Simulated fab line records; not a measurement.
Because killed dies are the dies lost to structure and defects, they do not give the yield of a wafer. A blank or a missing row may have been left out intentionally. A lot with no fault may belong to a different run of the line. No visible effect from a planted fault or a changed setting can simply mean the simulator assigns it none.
fab line records	flow n5Finfet
record lots=7	wafers=21	lastDay=16
route steps=1938 shown BEOL_M2@907 BEOL_M4@1111 PASSIVATION@1936
lots with no fault: from the same line, run without faults
startH: the number of hours between the record's first day and the start of the first shown wafer of the lot	waitH: hours since the lot's step before	" identical to the entry in the row above	L1.1+2: a row that stands for several wafers	- value missing, or start not given	* or withheld: withheld	< > ~ a bound
route shown NAME@n: NAME is a module with steps in the file, n the number in the route of the first one	usual: mean/standard deviation taken from wafers without a fault	same: alike in all rows	chamber/n: place in a boat	sites: readings site by site	_std_site: the standard deviation of these	_edge_site: mean of outer sites minus mean of inner sites	radiusMm: for every site, how far away it sits from the centre of the wafer	mask NAME#n: copy n	behind: the tool/chamber that last shaped the wafer	hold: what put the lot on hold/how long, in hours/how the hold closed	device: transistor that didn't switch, given as n, p or np	end of line: tests of these same wafers at the route's end	for a step that has no rows: nothing shown but its recipe	killed: count of dies lost to structure and defects at first sort (not the wafer's yield)	map: per-die view of a wafer (x killed, . not killed, _ where there is no die)
set.NAME: setting as actually run; set.NAME@STEP: the setting as run at that earlier step	model.NAME: the simulator's own value behind a step, which no gauge read
certain route steps with their lots: each step a table, each wafer a row
## steps
# step N5_BEOL_M2_ANNEAL_80
# recipe tempC=400	timeS=240	ambient=vacuum
# step N5_BEOL_M2_SPUTTER_81
# recipe material=Cu	targetThkA=45	tempC=-20	chamberPressurePa=0.07	powerW=withheld	timeS=8.29
# usual throttleValvePct=30.0/0.97
lot.wafer	tool	chamber	startH	waitH	throttleValvePct
L855.1	pvdSputter-01	-	203.68	0.1	30.6
L855.4	"	-	"	"	27.8
L855.5	"	-	"	"	30.3
L856.1	pvdSputter-02	-	214.78	0.1	30.3
L856.4	"	-	"	"	30.4
L856.5	"	-	"	"	30.2
L859.2	pvdSputter-01	-	234.79	0.1	30.5
L859.3	"	-	"	"	29.8
L859.5	"	-	"	"	30.4
L858.1	pvdSputter-02	-	234.86	0.1	30.4
L858.3	"	-	"	"	30.5
L858.5	"	-	"	"	30.3
L860.1	pvdSputter-03	-	235.88	0.1	29.7
L860.3	"	-	"	"	31.5
L860.5	"	-	"	"	28.5
L861.1	pvdSputter-01	-	243.05	0.1	30.8
L861.2	"	-	"	"	27.6
L861.5	"	-	"	"	27.7
L862.2	pvdSputter-02	-	256.46	0.1	30.7
L862.5	"	-	"	"	30.4
L862.6	"	-	"	"	30.4
# step N5_BEOL_M2_ANNEAL_82
# recipe tempC=400	timeS=240	ambient=vacuum
# step N5_BEOL_M2_SPUTTER_86
# recipe material=Cu	targetThkA=45	tempC=-20	chamberPressurePa=0.07	powerW=withheld	timeS=8.29
# step N5_BEOL_M2_ANNEAL_87
# recipe tempC=400	timeS=240	ambient=vacuum
# step N5_BEOL_M2_SPUTTER_88
# recipe material=Cu	targetThkA=45	tempC=-20	chamberPressurePa=0.07	powerW=withheld	timeS=8.29
# usual throttleValvePct=30.0/0.96
lot.wafer	tool	chamber	startH	waitH	throttleValvePct
L855.1	pvdSputter-01	-	204.23	0.1	30.6
L855.4	"	-	"	"	27.2
L855.5	"	-	"	"	30.4
L856.1	pvdSputter-02	-	215.22	0.1	30.5
L856.4	"	-	"	"	30.3
L856.5	"	-	"	"	30.3
L859.2	pvdSputter-01	-	235.23	0.1	30.8
L859.3	"	-	"	"	29.8
L859.5	"	-	"	"	30.4
L858.1	pvdSputter-02	-	235.30	0.1	30.5
L858.3	"	-	"	"	30.3
L858.5	"	-	"	"	30.3
L860.1	pvdSputter-03	-	236.32	0.1	29.8
L860.3	"	-	"	"	31.5
L860.5	"	-	"	"	28.5
L861.1	pvdSputter-01	-	243.49	0.1	30.7
L861.2	"	-	"	"	27.5
L861.5	"	-	"	"	27.6
L862.2	pvdSputter-02	-	256.90	0.1	30.4
L862.5	"	-	"	"	30.4
L862.6	"	-	"	"	30.3
# step N5_BEOL_M2_ANNEAL_89
# recipe tempC=400	timeS=240	ambient=vacuum
# usual heaterPowerW=828/87	susceptorTempC=399.98/0.22
lot.wafer	tool	chamber	startH	waitH	heaterPowerW	susceptorTempC
L855.1	pvdSputter-01	-	204.33	0.1	764	399.90
L855.4	"	-	"	"	823	399.85
L855.5	"	-	"	"	763	399.97
L856.1	pvdSputter-02	-	215.30	0.0	847	399.75
L856.4	"	-	"	"	991	399.93
L856.5	"	-	"	"	779	399.69
L859.2	pvdSputter-01	-	235.31	0.0	930	400.02
L859.3	"	-	"	"	689	400.28
L859.5	"	-	"	"	760	400.08
L858.1	pvdSputter-02	-	235.38	0.0	855	399.99
L858.3	"	-	"	"	1019	399.69
L858.5	"	-	"	"	756	399.95
L860.1	pvdSputter-03	-	236.40	0.0	699	400.06
L860.3	"	-	"	"	790	399.89
L860.5	"	-	"	"	825	400.12
L861.1	pvdSputter-01	-	243.57	0.0	931	399.62
L861.2	"	-	"	"	826	400.01
L861.5	"	-	"	"	839	400.02
L862.2	pvdSputter-02	-	256.98	0.0	820	400.26
L862.5	"	-	"	"	849	399.98
L862.6	"	-	"	"	871	400.11
# step N5_BEOL_M2_SPUTTER_90
# recipe material=Cu	targetThkA=45	tempC=-20	chamberPressurePa=0.07	powerW=withheld	timeS=8.29
# step N5_BEOL_M2_ANNEAL_91
# recipe tempC=400	timeS=240	ambient=vacuum
# usual heaterPowerW=830/86	susceptorTempC=400.03/0.2
lot.wafer	tool	chamber	startH	waitH	heaterPowerW	susceptorTempC
L855.1	pvdSputter-01	-	204.61	0.1	764	399.73
L855.4	"	-	"	"	840	399.80
L855.5	"	-	"	"	761	399.83
L856.1	pvdSputter-02	-	215.52	0.0	879	400.47
L856.4	"	-	"	"	993	399.77
L856.5	"	-	"	"	766	399.99
L859.2	pvdSputter-01	-	235.53	0.0	914	399.76
L859.3	"	-	"	"	706	400.00
L859.5	"	-	"	"	733	399.87
L858.1	pvdSputter-02	-	235.60	0.0	851	400.42
L858.3	"	-	"	"	998	399.89
L858.5	"	-	"	"	784	399.97
L860.1	pvdSputter-03	-	236.62	0.0	698	399.90
L860.3	"	-	"	"	794	400.21
L860.5	"	-	"	"	815	399.54
L861.1	pvdSputter-01	-	243.79	0.0	954	399.67
L861.2	"	-	"	"	830	400.29
L861.5	"	-	"	"	823	400.05
L862.2	pvdSputter-02	-	257.20	0.0	838	399.82
L862.5	"	-	"	"	851	399.99
L862.6	"	-	"	"	852	400.47
# step N5_BEOL_M2_SPUTTER_92
# recipe material=Cu	targetThkA=45	tempC=-20	chamberPressurePa=0.07	powerW=withheld	timeS=8.29
# usual throttleValvePct=30.0/0.98
lot.wafer	tool	chamber	startH	waitH	throttleValvePct
L855.1	pvdSputter-01	-	204.79	0.1	30.5
L855.4	"	-	"	"	27.5
L855.5	"	-	"	"	30.6
L856.1	pvdSputter-02	-	215.66	0.1	30.1
L856.4	"	-	"	"	30.2
L856.5	"	-	"	"	30.3
L859.2	pvdSputter-01	-	235.67	0.1	30.4
L859.3	"	-	"	"	30.1
L859.5	"	-	"	"	30.6
L858.1	pvdSputter-02	-	235.74	0.1	30.5
L858.3	"	-	"	"	30.5
L858.5	"	-	"	"	30.1
L860.1	pvdSputter-03	-	236.76	0.1	29.5
L860.3	"	-	"	"	31.3
L860.5	"	-	"	"	28.6
L861.1	pvdSputter-01	-	243.93	0.1	30.7
L861.2	"	-	"	"	27.5
L861.5	"	-	"	"	27.5
L862.2	pvdSputter-02	-	257.34	0.1	30.3
L862.5	"	-	"	"	30.5
L862.6	"	-	"	"	30.2
# step N5_BEOL_M2_ANNEAL_93
# recipe tempC=400	timeS=240	ambient=vacuum
# step N5_BEOL_M2_SPUTTER_94
# recipe material=Cu	targetThkA=45	tempC=-20	chamberPressurePa=0.07	powerW=withheld	timeS=8.29
# step N5_BEOL_M2_ANNEAL_95
# recipe tempC=400	timeS=240	ambient=vacuum
# usual heaterPowerW=829/85	susceptorTempC=400.01/0.23
lot.wafer	tool	chamber	startH	waitH	heaterPowerW	susceptorTempC
L855.1	pvdSputter-01	-	205.17	0.1	760	400.03
L855.4	"	-	"	"	842	399.92
L855.5	"	-	"	"	778	399.72
L856.1	pvdSputter-02	-	215.96	0.0	871	400.15
L856.4	"	-	"	"	1034	399.96
L856.5	"	-	"	"	777	399.88
L859.2	pvdSputter-01	-	235.97	0.0	936	399.93
L859.3	"	-	"	"	686	400.12
L859.5	"	-	"	"	768	399.91
L858.1	pvdSputter-02	-	236.04	0.0	-	-
L858.3	"	-	"	"	-	-
L858.5	"	-	"	"	-	-
L860.1	pvdSputter-03	-	237.06	0.0	-	-
L860.3	"	-	"	"	-	-
L860.5	"	-	"	"	-	-
L861.1	pvdSputter-01	-	244.23	0.0	-	-
L861.2	"	-	"	"	-	-
L861.5	"	-	"	"	-	-
L862.2	pvdSputter-02	-	257.64	0.0	836	400.23
L862.5	"	-	"	"	856	400.02
L862.6	"	-	"	"	857	399.98
# step N5_BEOL_M2_SPUTTER_96
# recipe material=Cu	targetThkA=45	tempC=-20	chamberPressurePa=0.07	powerW=withheld	timeS=8.29
# step N5_BEOL_M4_RC_MEAS_101
# usual DIBL_N=37.5/1.9	DIBL_P=37.3/2.4	IOFF_N=0.18/0.038	IOFF_P=0.23/0.045	ION_N=677/11	ION_P=464/8.1	SS_N=72.0/0.68	SS_P=73.5/0.77	VT_N=249/3.3	VT_P=-249/3.6
lot.wafer	tool	chamber	startH	waitH	DIBL_N[mV/V]	DIBL_P[mV/V]	IOFF_N[nA/um]	IOFF_P[nA/um]	ION_N[uA/um]	ION_P[uA/um]	SS_N[mV/dec]	SS_P[mV/dec]	VT_N[mV]	VT_P[mV]
L855.1	prober-01	0	227.59	0.0	38.5	36.0	0.19	0.24	675	466	72.9	74.3	247	-247
L855.4	"	0	"	"	35.0	33.6	0.13	0.20	654	460	70.5	73.0	254	-248
L855.5	"	0	"	"	37.2	35.0	0.17	0.23	692	468	72.1	72.0	248	-247
L856.1	prober-02	0	243.19	0.0	36.2	34.9	0.16	0.18	672	463	72.3	72.7	252	-250
L856.4	"	0	"	"	35.9	36.6	0.15	0.22	672	459	71.5	73.7	250	-248
L856.5	"	0	"	"	36.6	37.2	0.14	0.22	662	455	71.9	73.6	251	-251
L859.2	prober-01	0	267.32	0.2	38.2	38.2	0.20	0.30	683	469	71.8	74.6	247	-245
L859.3	"	0	"	"	36.3	35.0	0.16	0.22	680	463	71.1	73.1	250	-247
L859.5	"	0	"	"	38.7	38.3	0.21	0.31	700	482	72.2	73.4	244	-242
L858.1	prober-02	0	268.91	0.0	34.1	33.4	0.12	0.15	663	452	71.4	72.5	255	-257
L858.3	"	0	"	"	34.1	32.3	0.13	0.14	657	443	70.7	72.3	254	-258
L858.5	"	0	"	"	39.3	40.9	0.24	0.28	691	465	71.7	74.4	245	-248
L860.1	prober-01	0	273.54	0.0	42.7	40.1	0.26	0.27	694	468	73.1	74.8	245	-247
L860.3	"	0	"	"	38.8	35.4	0.18	0.20	679	459	72.7	73.6	248	-249
L860.5	"	0	"	"	39.9	36.7	0.21	0.22	684	462	73.8	74.0	248	-251
L861.1	prober-01	0	275.56	0.4	36.6	37.6	0.16	0.26	682	480	71.2	73.3	249	-245
L861.2	"	0	"	"	38.6	41.6	0.22	0.37	686	477	72.2	74.4	244	-239
L861.5	"	0	"	"	38.0	40.6	0.19	0.32	690	485	72.6	74.1	247	-242
L862.2	prober-02	0	291.12	0.2	38.4	35.8	0.19	0.21	667	457	72.7	73.7	248	-250
L862.5	"	0	"	"	41.5	40.2	0.27	0.28	698	465	73.4	74.2	242	-248
L862.6	"	0	"	"	38.0	35.8	0.17	0.20	663	455	72.5	73.5	251	-251
# step N5_PASSIVATION_PROBE_49
# usual defectLimitedYield=91.2/1.5	killed_at_M0_to_M3=31/10	killed_at_M4_up=15/5.9	killedAtContacts=13/6	killedAtFrontEnd=41/11	killedAtOther=4/3.1	killedDies=104/18	killedOpen=68/13	killedShort=33/8.1	sort_bin_5_function=5.1/1.1	sort_bin_6_memory=3.2/0.69	sort_bin_8_speed=0.01/0.045	sortNPass=1076/18	sortYieldPct=91.2/1.5
# same grossDies=1180	killedAtBackSide=0	sort_bin_4_leakage[%]=0
lot.wafer	tool	chamber	startH	waitH	defectLimitedYield[%]	killed_at_M0_to_M3	killed_at_M4_up	killedAtContacts	killedAtFrontEnd	killedAtOther	killedDies	killedOpen	killedShort	sort_bin_5_function[%]	sort_bin_6_memory[%]	sort_bin_8_speed[%]	sortNPass	sortYieldPct[%]
L855.1	prober-01	-	329.58	0.0	89.5	35	19	9	54	7	124	75	49	5.5	4.5	0	1056	89.5
L855.4	prober-01	-	329.73	0.2	90.6	25	19	4	51	12	111	62	48	5.4	3.4	0	1069	90.6
L855.5	prober-01	-	329.78	0.2	90.8	35	22	10	39	3	109	61	45	5.3	3.5	0	1071	90.8
# killed by level:class
L855.1 FIN_SAQP:geometricParticle:short=15 FIN_SAQP:geometricParticle:open=14 BEOL_M2:geometricParticle:open=9 GATE_CUT:geometricParticle:short=8 STI_FIN_REVEAL:geometricParticle:open=7 MOL_CONTACT_COAG:geometricParticle:open=7 BEOL_M3:geometricParticle:open=7 BEOL_M4:geometricParticle:open=6
L855.4 FIN_SAQP:geometricParticle:short=19 BEOL_M4:geometricParticle:open=13 FIN_SAQP:geometricParticle:open=10 BEOL_M0:geometricParticle:open=8 GATE_CUT:geometricParticle:short=7 ILD0:geometricParticle:open=5 STI_FIN_REVEAL:geometricParticle:open=4 BEOL_M1:geometricParticle:open=4
L855.5 FIN_SAQP:geometricParticle:short=14 FIN_SAQP:geometricParticle:open=12 BEOL_M4:geometricParticle:open=11 BEOL_M0_SAQP:geometricParticle:short=7 MOL_CONTACT_COAG:geometricParticle:open=7 BEOL_M0_SAQP:geometricParticle:open=7 BEOL_M2:geometricParticle:open=5 BEOL_M5:geometricParticle:short=4
## key
firstSign step=N5_BEOL_M2_ANNEAL_95	reading=toolRecord	direction=missing
effect none on later readings
metAt N5_BEOL_M2_ANNEAL_95
struckWafers L858.1,L858.3,L858.5,L860.1,L860.3,L860.5,L861.1,L861.2,L861.5
onsetBetween 235.97 236.04
fault kind=skippedStepWhole	tool=pvdSputter-01,pvdSputter-02,pvdSputter-03	chamber=-	onsetH=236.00	steps=N5_BEOL_M2_ANNEAL_95	scope=struckLotsOnly
